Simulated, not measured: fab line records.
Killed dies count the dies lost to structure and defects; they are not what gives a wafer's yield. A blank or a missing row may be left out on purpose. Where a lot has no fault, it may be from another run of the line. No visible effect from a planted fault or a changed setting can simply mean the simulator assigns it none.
fab line records | flow nand_harc
record lots=11 | wafers=32 | last_day=34
route steps=1302 shown A_STAIRCASE@668 END@1302
lots with no fault: from the same line, run without faults
start_h: the number of hours between the record's first day and the start of the first shown wafer of the lot | wait_h: how many hours have passed since the lot's step before this one | " same as the row above | L1.1+2: several wafers, shown together as one row | - value missing, or start not given | * or withheld: withheld | < > ~ a bound
route shown NAME@n: a module of which the file shows steps, and the number in the route of the first | usual: the fault-free wafers' mean and standard deviation | same: alike in all rows | chamber/n: place in a boat | sites: the reading at each site | _std_site: how widely they spread, as a standard deviation | _edge_site: inner sites' mean taken away from outer sites' mean | radius_mm: for every site, how far away it sits from the centre of the wafer | mask NAME#n: copy n | behind: the tool/chamber that last shaped the wafer | hold: reason for holding the lot/hours on hold/outcome of the hold | device: whichever transistor did not switch (one of n, p or np) | end of line: the same wafers' tests at the end of the route | step lacking rows: just its recipe | killed: count of dies lost to structure and defects at first sort (not the wafer's yield) | map: a wafer's dies, marking killed ones x, the rest . and places with no die _
set.NAME: the run value of the setting; set.NAME@STEP: its run value at that earlier step | model.NAME: the simulator's own value behind a step, which no gauge read
steps of the route over a sample of lots; a table a step, a row a wafer
services: the hour from which a tool's chamber was out of use, counted from the record's first day as start_h (under 0 if before that day), plus the number of hours and why
## steps
# step NHARC_A_STAIRCASE_TRIM_12
# recipe time_s=211.2 | o2_flow_sccm=500 | ar_flow_sccm=0 | bias_w=0 | chemistry=O2
# usual drypump_motor_current_A=5.8/0.55 | oes_product_au=0.998/0.0074 | rf_vpp_V=57.8/0.92 | run_length_s=232.5/0.34 | showerhead_plenum_p_Torr=3.49/0.15 | throttle_valve_pct=17.037/0.0088
# same time_s=211.2
lot.wafer | tool        | chamber | start_h | wait_h | drypump_motor_current_A | oes_product_au | rf_hours_counter_h | rf_vpp_V | run_length_s | showerhead_plenum_p_Torr | throttle_valve_pct
L919.3    | rie_diel-02 | 2       | 357.88  | 0.1    | 5.4                     | 0.996          | 45                 | 57.4     | 232.4        | 3.34                     | 17.025
L919.4    | "           | 1       | "       | "      | 5.7                     | 0.997          | 47                 | 55.3     | 232.4        | 3.41                     | 17.030
L919.6    | "           | 2       | "       | "      | 5.4                     | 1.004          | -                  | 57.8     | 232.5        | 3.34                     | 17.051
L920.2    | rie_diel-02 | 3       | 359.27  | 0.1    | 5.4                     | 1.001          | 44                 | 56.8     | 232.4        | 3.50                     | 17.051
L920.1    | "           | 0       | "       | "      | 4.9                     | 1.002          | 47                 | 58.3     | 232.4        | 3.27                     | 17.039
L920.4    | "           | 1       | "       | "      | 5.7                     | 1.009          | 48                 | 57.6     | 232.3        | 3.41                     | 17.028
L921.4    | rie_diel-02 | 1       | 372.42  | 0.1    | 5.7                     | 1.011          | 51                 | 56.9     | 232.8        | 3.41                     | 17.025
L921.1    | "           | 3       | "       | "      | 5.3                     | 1.000          | 47                 | 57.8     | 232.7        | 3.49                     | 17.043
L921.6    | "           | 0       | "       | "      | 4.9                     | 1.001          | -                  | 56.7     | 233.1        | 3.27                     | 17.043
L927.2    | rie_diel-02 | 3       | 455.44  | 0.1    | 5.4                     | 0.987          | 13                 | 56.4     | 232.4        | 3.48                     | 17.050
L927.1    | "           | 0       | "       | "      | 4.9                     | 0.991          | 12                 | 57.0     | 232.7        | 3.80                     | 17.027
L928.1    | rie_diel-02 | 1       | 458.88  | 0.1    | 5.7                     | 0.989          | 11                 | 58.0     | 232.3        | 3.40                     | 17.045
L928.2    | "           | 2       | "       | "      | 5.5                     | 0.986          | 12                 | 57.0     | 232.6        | 3.33                     | 17.020
L928.6    | "           | 0       | "       | "      | 4.9                     | 1.000          | -                  | 58.8     | 232.6        | 3.80                     | 17.035
L930.1    | rie_diel-02 | 3       | 482.16  | 0.3    | 5.4                     | 0.987          | 27                 | 56.8     | 232.4        | 3.48                     | 17.017
L930.2    | "           | 0       | "       | "      | 4.9                     | 0.992          | 25                 | 60.2     | 232.5        | 3.79                     | 17.043
L930.5    | "           | 0       | "       | "      | 4.9                     | 0.999          | -                  | 57.9     | 232.7        | 3.79                     | 17.034
L934.4    | rie_diel-04 | 3       | 500.42  | 0.1    | 6.0                     | 0.994          | 50                 | 55.7     | 232.1        | 3.42                     | 17.046
L934.2    | "           | 0       | "       | "      | 6.1                     | 0.999          | 57                 | 56.2     | 232.5        | 3.29                     | 17.045
L934.3    | "           | 1       | "       | "      | 6.8                     | 1.004          | 50                 | 57.6     | 232.4        | 3.61                     | 17.022
L935.2    | rie_diel-04 | 0       | 521.48  | 0.1    | 6.1                     | 1.002          | 63                 | 57.7     | 232.0        | 3.29                     | 17.051
L935.3    | "           | 1       | "       | "      | 6.8                     | 1.008          | 56                 | 56.4     | 232.1        | 3.61                     | 17.045
L935.4    | "           | 2       | "       | "      | 6.4                     | 0.995          | 53                 | 56.1     | 233.1        | 3.39                     | 17.033
L936.2    | rie_diel-07 | 3       | 532.53  | 0.1    | 5.1                     | 0.987          | 16                 | 58.1     | 233.0        | 3.40                     | 17.035
L936.4    | "           | 0       | "       | "      | 6.0                     | 0.995          | 15                 | 57.1     | 232.3        | 3.56                     | 17.040
L936.5    | "           | 0       | "       | "      | 6.1                     | 1.003          | -                  | 59.6     | 232.6        | 3.56                     | 17.042
L938.4    | rie_diel-04 | 1       | 571.46  | 0.1    | 6.7                     | 0.996          | 7                  | 57.5     | 232.2        | 3.60                     | 17.042
L938.1    | "           | 2       | "       | "      | 6.4                     | 0.996          | 7                  | 57.5     | 232.9        | 3.39                     | 17.031
L938.6    | "           | 1       | "       | "      | 6.8                     | 1.003          | -                  | 58.2     | 232.5        | 3.60                     | 17.041
L942.1    | rie_diel-04 | 3       | 589.11  | 0.1    | 6.0                     | 0.995          | 12                 | 56.6     | 232.6        | 3.41                     | 17.042
L942.4    | "           | 0       | "       | "      | 6.1                     | 0.998          | 12                 | 58.3     | 232.1        | 3.80                     | 17.045
L942.5    | "           | 1       | "       | "      | 6.8                     | 1.001          | -                  | 58.8     | 232.5        | 3.60                     | 17.030
# step NHARC_A_STAIRCASE_TRIM_14
# recipe time_s=211.2 | o2_flow_sccm=500 | ar_flow_sccm=0 | bias_w=0 | chemistry=O2
# usual drypump_motor_current_A=5.8/0.55 | oes_product_au=1.000/0.0083 | rf_vpp_V=57.8/0.93 | run_length_s=232.4/0.34 | showerhead_plenum_p_Torr=3.50/0.16 | throttle_valve_pct=17.035/0.009
# same time_s=211.2
lot.wafer | tool        | chamber | start_h | wait_h | drypump_motor_current_A | oes_product_au | rf_hours_counter_h | rf_vpp_V | run_length_s | showerhead_plenum_p_Torr | throttle_valve_pct
L919.3    | rie_diel-02 | 3       | -       | -      | 5.3                     | 1.008          | 44                 | 57.3     | 232.9        | 3.50                     | 17.038
L919.4    | "           | 1       | "       | "      | 5.7                     | 1.003          | 47                 | 56.4     | 232.5        | 3.41                     | 17.034
L919.6    | "           | 3       | "       | "      | 5.4                     | 1.013          | -                  | 57.1     | 232.3        | 3.50                     | 17.045
L920.1    | rie_diel-02 | 0       | -       | -      | 4.9                     | 1.002          | 47                 | 57.7     | 232.9        | 3.27                     | 17.031
L920.4    | "           | 2       | "       | "      | 5.4                     | 1.015          | 45                 | 56.9     | 232.3        | 3.34                     | 17.051
L920.2    | "           | 3       | "       | "      | 5.3                     | 0.992          | 44                 | 58.7     | 232.4        | 3.50                     | 17.031
L921.4    | rie_diel-02 | 3       | -       | -      | 5.4                     | 0.993          | 47                 | 57.4     | 232.4        | 3.50                     | 17.049
L921.1    | "           | 0       | "       | "      | 4.9                     | 0.992          | 50                 | 58.2     | 232.9        | 3.27                     | 17.034
L921.6    | "           | 3       | "       | "      | 5.4                     | 0.997          | -                  | 58.2     | 232.7        | 3.50                     | 17.035
L927.2    | rie_diel-02 | 2       | -       | -      | 5.4                     | 0.989          | 12                 | 57.9     | 232.5        | 3.33                     | 17.031
L927.1    | "           | 0       | "       | "      | 4.9                     | 1.013          | 12                 | 57.0     | 232.4        | 3.80                     | 17.038
L928.2    | rie_diel-02 | 1       | -       | -      | 5.7                     | 1.002          | 12                 | 58.6     | 232.5        | 3.40                     | 17.042
L928.1    | "           | 2       | "       | "      | 5.4                     | 0.994          | 13                 | 58.0     | 232.6        | 3.33                     | 17.027
L928.6    | "           | 3       | "       | "      | 5.4                     | 0.991          | -                  | 58.4     | 232.4        | 3.48                     | 17.037
L930.2    | rie_diel-02 | 3       | -       | -      | 5.4                     | 0.994          | 28                 | 58.1     | 232.8        | 3.48                     | 17.029
L930.1    | "           | 0       | "       | "      | 4.9                     | 0.991          | 26                 | 57.8     | 232.5        | 3.79                     | 17.031
L930.5    | "           | 2       | "       | "      | 5.4                     | 0.983          | -                  | 57.7     | 232.8        | 3.32                     | 17.037
L934.3    | rie_diel-04 | 0       | -       | -      | 6.1                     | 1.002          | 57                 | 56.6     | 231.9        | 3.29                     | 17.036
L934.4    | "           | 2       | "       | "      | 6.3                     | 1.010          | 47                 | 57.7     | 232.9        | 3.40                     | 17.038
L934.2    | "           | 3       | "       | "      | 6.1                     | 1.002          | 50                 | 56.4     | 232.3        | 3.43                     | 17.034
L935.3    | rie_diel-04 | 0       | -       | -      | 6.0                     | 1.005          | 63                 | 58.0     | 231.9        | 3.29                     | 17.031
L935.2    | "           | 1       | "       | "      | 6.8                     | 1.001          | 56                 | 58.0     | 232.1        | 3.61                     | 17.025
L935.4    | "           | 2       | "       | "      | 6.4                     | 1.007          | 53                 | 58.6     | 233.0        | 3.39                     | 17.017
L936.2    | rie_diel-07 | 2       | -       | -      | 6.5                     | 1.020          | 16                 | 59.0     | 231.9        | 3.53                     | 17.038
L936.4    | "           | 1       | "       | "      | 6.1                     | 1.015          | 16                 | 58.7     | 231.9        | 3.73                     | 17.041
L936.5    | "           | 2       | "       | "      | 6.5                     | 1.017          | -                  | 58.5     | 231.9        | 3.53                     | 17.036
L938.4    | rie_diel-04 | 1       | -       | -      | 6.8                     | 1.007          | 8                  | 57.3     | 232.9        | 3.60                     | 17.031
L938.1    | "           | 3       | "       | "      | 6.1                     | 0.996          | 6                  | 59.4     | 232.2        | 3.41                     | 17.027
L938.6    | "           | 0       | "       | "      | 6.1                     | 1.005          | -                  | 59.9     | 231.9        | 3.80                     | 17.024
L942.1    | rie_diel-04 | 0       | -       | -      | 6.1                     | 0.995          | 13                 | 59.0     | 231.8        | 3.80                     | 17.042
L942.4    | "           | 2       | "       | "      | 6.4                     | 0.996          | 14                 | 56.9     | 232.8        | 3.38                     | 17.048
L942.5    | "           | 1       | "       | "      | 6.7                     | 1.001          | -                  | 57.1     | 232.1        | 3.60                     | 17.045
# step NHARC_A_STAIRCASE_ETCH_15
# recipe target_depth_a=1000 | time_s=40.5 | ion_energy_ev=400 | c4f8_flow_sccm=20 | o2_flow_sccm=10 | ar_flow_sccm=withheld | rf_w=600 | bias_w=1000 | chemistry=C4F8/O2
# usual oes_product_au=0.942/0.011 | rf_vpp_V=894/5.5
# same time_s=40.5
lot.wafer | tool        | chamber | start_h | wait_h | oes_product_au | rf_hours_counter_h | rf_vpp_V
L919.4    | rie_diel-02 | 1       | -       | -      | 0.960          | 47                 | 892
L919.3    | "           | 2       | "       | "      | 0.943          | 45                 | 891
L919.6    | "           | 0       | "       | "      | 0.953          | -                  | 886
L920.1    | rie_diel-02 | 2       | -       | -      | 0.941          | 45                 | 889
L920.2    | "           | 3       | "       | "      | 0.938          | 44                 | 893
L920.4    | "           | 1       | "       | "      | 0.955          | 48                 | 893
L921.4    | rie_diel-02 | 2       | -       | -      | 0.925          | 48                 | 889
L921.1    | "           | 0       | "       | "      | 0.918          | 50                 | 887
L921.6    | "           | 3       | "       | "      | 0.926          | -                  | 895
L927.1    | rie_diel-02 | 0       | -       | -      | 0.936          | 12                 | 906
L927.2    | "           | 1       | "       | "      | 0.926          | 11                 | 891
L928.1    | rie_diel-02 | 3       | -       | -      | 0.942          | 13                 | 895
L928.2    | "           | 1       | "       | "      | 0.941          | 12                 | 891
L928.6    | "           | 3       | "       | "      | 0.940          | -                  | 892
L930.2    | rie_diel-02 | 3       | -       | -      | 0.929          | 28                 | 895
L930.1    | "           | 0       | "       | "      | 0.925          | 26                 | 906
L930.5    | "           | 2       | "       | "      | 0.939          | -                  | 889
L934.2    | rie_diel-04 | 2       | -       | -      | 0.942          | 47                 | 891
L934.4    | "           | 0       | "       | "      | 0.945          | 57                 | 888
L934.3    | "           | 1       | "       | "      | 0.956          | 50                 | 899
L935.4    | rie_diel-04 | 3       | -       | -      | 0.945          | 56                 | 894
L935.3    | "           | 0       | "       | "      | 0.942          | 63                 | 886
L935.2    | "           | 2       | "       | "      | 0.955          | 53                 | 892
L936.2    | rie_diel-07 | 2       | -       | -      | 0.941          | 16                 | 895
L936.4    | "           | 1       | "       | "      | 0.939          | 16                 | 904
L936.5    | "           | 3       | "       | "      | 0.933          | -                  | 891
L938.4    | rie_diel-04 | 3       | -       | -      | 0.962          | 6                  | 892
L938.1    | "           | 0       | "       | "      | 0.948          | 6                  | 905
L938.6    | "           | 0       | "       | "      | 0.942          | -                  | 905
L942.4    | rie_diel-04 | 3       | -       | -      | 0.953          | 12                 | 891
L942.1    | "           | 1       | "       | "      | 0.936          | 16                 | 899
L942.5    | "           | 3       | "       | "      | 0.952          | -                  | 893
# step NHARC_A_STAIRCASE_TRIM_18
# recipe time_s=211.2 | o2_flow_sccm=500 | ar_flow_sccm=0 | bias_w=0 | chemistry=O2
# usual drypump_motor_current_A=5.8/0.55 | oes_product_au=0.998/0.0079 | rf_vpp_V=57.8/0.87 | run_length_s=232.5/0.37 | showerhead_plenum_p_Torr=3.48/0.15 | throttle_valve_pct=17.037/0.0086
lot.wafer | tool        | chamber | start_h | wait_h | drypump_motor_current_A | oes_product_au | rf_hours_counter_h | rf_vpp_V | run_length_s | showerhead_plenum_p_Torr | throttle_valve_pct
L919.3    | rie_diel-02 | 0       | 358.57  | -      | 4.9                     | 1.008          | 46                 | 57.9     | 232.7        | 3.27                     | 17.059
L919.4    | "           | 1       | "       | "      | 5.7                     | 1.005          | 48                 | 56.0     | 232.4        | 3.41                     | 17.033
L919.6    | "           | 0       | "       | "      | 4.9                     | 1.018          | -                  | 56.8     | 232.6        | 3.27                     | 17.038
L920.4    | rie_diel-02 | 2       | 359.98  | -      | 5.4                     | 1.006          | 45                 | 57.8     | 232.7        | 3.34                     | 17.037
L920.1    | "           | 3       | "       | "      | 5.4                     | 1.000          | 44                 | 57.8     | 232.2        | 3.50                     | 17.051
L920.2    | "           | 0       | "       | "      | 4.9                     | 1.003          | 47                 | 57.1     | 232.7        | 3.27                     | 17.032
L921.1    | rie_diel-02 | 1       | 373.54  | -      | 5.7                     | 1.017          | 51                 | 57.0     | 232.5        | 3.41                     | 17.046
L921.4    | "           | 3       | "       | "      | 5.4                     | 0.998          | 47                 | 58.0     | 232.5        | 3.49                     | 17.031
L921.6    | "           | 1       | "       | "      | 5.7                     | 0.994          | -                  | 57.4     | 232.3        | 3.41                     | 17.040
L927.1    | rie_diel-02 | 3       | 456.13  | -      | 5.4                     | 1.001          | 13                 | 58.0     | 232.4        | 3.48                     | 17.027
L927.2    | "           | 0       | "       | "      | 4.9                     | 1.008          | 12                 | 59.8     | 170.9        | 3.80                     | 17.044
L928.2    | rie_diel-02 | 2       | 459.72  | -      | 5.4                     | 0.976          | 13                 | 58.4     | 170.8        | 3.33                     | 17.026
L928.1    | "           | 0       | "       | "      | 4.9                     | 1.006          | 13                 | 59.0     | 232.4        | 3.80                     | 17.038
L928.6    | "           | 2       | "       | "      | 5.4                     | 0.992          | -                  | 56.8     | 170.9        | 3.33                     | 17.039
L930.1    | rie_diel-02 | 2       | 483.76  | -      | 5.5                     | 0.980          | 24                 | 58.3     | 232.9        | 3.32                     | 17.036
L930.2    | "           | 3       | "       | "      | 5.4                     | 0.989          | 28                 | 56.1     | 171.0        | 3.48                     | 17.044
L930.5    | "           | 2       | "       | "      | 5.4                     | 0.990          | -                  | 56.2     | 232.3        | 3.32                     | 17.028
L934.2    | rie_diel-04 | 1       | 501.10  | -      | 6.7                     | 1.003          | 50                 | 58.0     | 232.3        | 3.61                     | 17.036
L934.4    | "           | 3       | "       | "      | 6.0                     | 0.996          | 50                 | 57.0     | 232.0        | 3.43                     | 17.040
L934.3    | "           | 0       | "       | "      | 6.1                     | 1.006          | 57                 | 57.4     | 231.8        | 3.29                     | 17.031
L935.4    | rie_diel-04 | 3       | 522.15  | -      | 6.0                     | 1.007          | 56                 | 57.8     | 232.3        | 3.42                     | 17.032
L935.2    | "           | 0       | "       | "      | 6.0                     | 0.998          | 63                 | 58.3     | 231.9        | 3.29                     | 17.051
L935.3    | "           | 1       | "       | "      | 6.8                     | 1.013          | 56                 | 57.6     | 232.9        | 3.61                     | 17.016
L936.4    | rie_diel-07 | 0       | 534.15  | -      | 6.1                     | 1.007          | 16                 | 58.2     | 232.3        | 3.56                     | 17.043
L936.2    | "           | 1       | "       | "      | 6.1                     | 1.001          | 17                 | 58.9     | 231.9        | 3.73                     | 17.029
L936.5    | "           | 3       | "       | "      | 5.1                     | 0.997          | -                  | 57.8     | 233.3        | 3.40                     | 17.039
L938.1    | rie_diel-04 | 0       | 572.17  | -      | 6.1                     | 1.012          | 6                  | 59.7     | 231.9        | 3.80                     | 17.040
L938.4    | "           | 1       | "       | "      | 6.8                     | 1.002          | 8                  | 59.1     | 232.2        | 3.60                     | 17.035
L938.6    | "           | 0       | "       | "      | 6.1                     | 1.007          | -                  | 57.8     | 231.9        | 3.80                     | 17.036
L942.4    | rie_diel-04 | 0       | 589.77  | -      | 6.1                     | 1.004          | 13                 | 58.4     | 231.8        | 3.80                     | 17.035
L942.1    | "           | 2       | "       | "      | 6.3                     | 0.997          | 14                 | 57.7     | 232.9        | 3.38                     | 17.043
L942.5    | "           | 0       | "       | "      | 6.1                     | 0.997          | -                  | 57.1     | 232.0        | 3.80                     | 17.028
# step NHARC_END_SORT_01
# recipe temp_c=25
# usual killed_at_array=53/21 | killed_at_other=1.0/1.3 | killed_at_periphery=3.8/2.4 | killed_dies=58/21 | killed_open=3.4/1.9 | killed_short=2.4/1.5
# same gross_dies=677
lot.wafer | tool      | chamber | start_h | wait_h | killed_at_array | killed_at_other | killed_at_periphery | killed_dies | killed_open | killed_short
L927.1    | prober-01 | 0       | 663.64  | 2.5    | 74              | 1               | 3                   | 78          | 5           | 1
L927.2    | prober-01 | 0       | 664.44  | 2.8    | 519             | 0               | 2                   | 521         | 4           | 1
L928.1    | prober-01 | 0       | 671.51  | 2.5    | 51              | 4               | 3                   | 58          | 4           | 1
L928.2    | prober-01 | 0       | 672.30  | 2.8    | 502             | 1               | 5                   | 508         | 5           | 2
L928.6    | prober-01 | 0       | 675.46  | 4.0    | 491             | 2               | 3                   | 496         | 5           | 7
L930.1    | prober-01 | 0       | 691.53  | 2.5    | 24              | 1               | 4                   | 29          | 8           | 3
L930.2    | prober-01 | 0       | 692.32  | 2.8    | 462             | 0               | 4                   | 466         | 7           | 3
L930.5    | prober-01 | 0       | 694.72  | 3.7    | 21              | 0               | 5                   | 26          | 5           | 1
# killed by level:class
L927.1 A_SLIT:chamber_film_flake=23 A_CHANNEL_HOLE_D1:chamber_film_flake=21 A_CHANNEL_HOLE_D2:chamber_film_flake=14 A_CONTACT:chamber_film_flake=6 A_SGD_CUT:chamber_film_flake=3 A_M0:geometric_particle:open=2 A_CHANNEL_HOLE_D1:geometric_particle:open=1 A_CHANNEL_FILL_D1:geometric_particle:open=1
L927.2 A_STAIRCASE:area_trim=433 A_CHANNEL_HOLE_D1:chamber_film_flake=36 A_SLIT:chamber_film_flake=21 A_CHANNEL_HOLE_D2:chamber_film_flake=16 A_CONTACT:chamber_film_flake=4 A_DECK1_JOINT:geometric_particle:open=2 A_CHANNEL_FILL_D1:geometric_particle:short=1 A_CHANNEL_FILL_D1:geometric_particle:open=1
L928.1 A_SLIT:chamber_film_flake=20 A_CHANNEL_HOLE_D2:chamber_film_flake=14 A_M1:chamber_film_flake=4 A_CHANNEL_HOLE_D1:chamber_film_flake=4 A_CONTACT:chamber_film_flake=4 THIN_TSV:chamber_film_flake=4 P_M0:geometric_particle:open=2 A_M0:geometric_particle:open=2
L928.2 A_STAIRCASE:area_trim=453 A_SLIT:chamber_film_flake=18 A_CHANNEL_HOLE_D2:chamber_film_flake=14 A_CONTACT:chamber_film_flake=5 A_CHANNEL_HOLE_D1:chamber_film_flake=3 A_STAIRCASE:chamber_film_flake=3 A_M1:chamber_film_flake=2 P_CONTACT:geometric_particle:open=1
L928.6 A_STAIRCASE:area_trim=440 A_SLIT:chamber_film_flake=16 A_CHANNEL_HOLE_D2:chamber_film_flake=14 A_CONTACT:chamber_film_flake=4 A_M1:chamber_film_flake=3 A_WL_FILL:geometric_particle:short=2 A_WL_FILL:geometric_particle:open=2 A_CHANNEL_HOLE_D1:chamber_film_flake=2
L930.1 A_CHANNEL_HOLE_D1:chamber_film_flake=8 A_CONTACT:chamber_film_flake=5 P_M0:geometric_particle:open=3 A_CHANNEL_FILL_D2:geometric_particle:open=2 A_CHANNEL_FILL_D1:geometric_particle:open=1 A_CHANNEL_FILL_D1:geometric_particle:short=1 A_ONON_D2:geometric_particle:open=1 A_CHANNEL_FILL_D2:geometric_particle:short=1
L930.2 A_STAIRCASE:area_trim=438 A_CONTACT:chamber_film_flake=6 A_CHANNEL_FILL_D2:geometric_particle:short=3 A_SLIT:chamber_film_flake=3 A_CHANNEL_FILL_D2:geometric_particle:open=2 P_GATE:chamber_film_flake=2 A_CHANNEL_HOLE_D1:chamber_film_flake=2 P_M0:geometric_particle:open=1
L930.5 A_CHANNEL_HOLE_D1:chamber_film_flake=6 A_CONTACT:chamber_film_flake=4 A_SLIT:chamber_film_flake=3 P_CONTACT:geometric_particle:open=2 P_GATE:chamber_film_flake=2 A_CHANNEL_FILL_D2:chamber_film_flake=2 A_STAIRCASE:chamber_film_flake=2 P_M0:geometric_particle:open=1
## services
tool        | chamber | start_h | hours | kind
rie_diel-02 | 0       | 348.67  | -     | clean
rie_diel-02 | 1       | 348.67  | -     | clean
rie_diel-02 | 2       | 348.67  | -     | clean
rie_diel-02 | 3       | 348.67  | -     | clean
rie_diel-04 | -       | 356.06  | 9.0   | pm
rie_diel-02 | 0       | 373.22  | -     | clean
rie_diel-02 | 1       | 373.22  | -     | clean
rie_diel-02 | 2       | 373.22  | -     | clean
rie_diel-02 | 3       | 373.22  | -     | clean
rie_diel-02 | 2       | 380.55  | 4.6   | repair
rie_diel-02 | 1       | 381.88  | 2.5   | repair
rie_diel-02 | 1       | 385.54  | 6.1   | repair
rie_diel-02 | -       | 393.99  | 9.0   | pm
rie_diel-02 | 0       | 393.99  | 9.0   | vent_cycle
rie_diel-07 | 3       | 400.91  | 2.5   | repair
rie_diel-04 | 1       | 437.29  | 2.6   | repair
rie_diel-07 | 1       | 452.42  | 8.5   | repair
rie_diel-07 | -       | 473.40  | 9.0   | pm
rie_diel-02 | 1       | 479.20  | 9.0   | repair
rie_diel-07 | -       | 510.32  | 0.1   | repair
rie_diel-04 | -       | 533.09  | 9.0   | pm
rie_diel-02 | 2       | 543.98  | 5.1   | repair
rie_diel-07 | 0       | 544.77  | 7.0   | repair
rie_diel-02 | -       | 570.99  | 9.0   | pm
## key
first_sign step=NHARC_A_STAIRCASE_TRIM_18 | reading=run_length_s | direction=down | sigmas=99+ | usual=* | struck=*
effect step=NHARC_END_SORT_01 | reading=killed_dies | direction=up | sigmas=21 | usual=58 | struck=498
more_kills_born_at NHARC_A_STAIRCASE_TRIM_18@rie_diel-02=1764
met_at NHARC_A_STAIRCASE_TRIM_18
struck_lots L927,L928,L930
struck_wafers L927.2,L928.2,L928.6,L930.2
later_rows_left_out L927.2,L928.2,L928.6,L930.2
tester_left_out L927,L928,L930
not_acting_at NHARC_A_STAIRCASE_TRIM_12,NHARC_A_STAIRCASE_TRIM_14,NHARC_A_STAIRCASE_ETCH_15
onset_between 373.54 456.13
fault kind=process_parameter_drift | tool=rie_diel-02 | chamber=- | onset_h=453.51 | steps=NHARC_A_STAIRCASE_TRIM_18 | channel=time_s | offset=* | shape=step | end_h=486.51 | scope=struck_wafers_only | acts_in=* | stated=*
# tester_left_out: of these lots the tester's yield and bins aren't shown, on N5 and GAA mostly nor the transistor test; their killed dies are dies lost to structure and defects alone, not to doping, threshold or leakage, so they don't give the yield
# later_rows_left_out: the simulator's readings of these wafers behind a module that went badly wrong aren't trusted and aren't shown, but for the sort
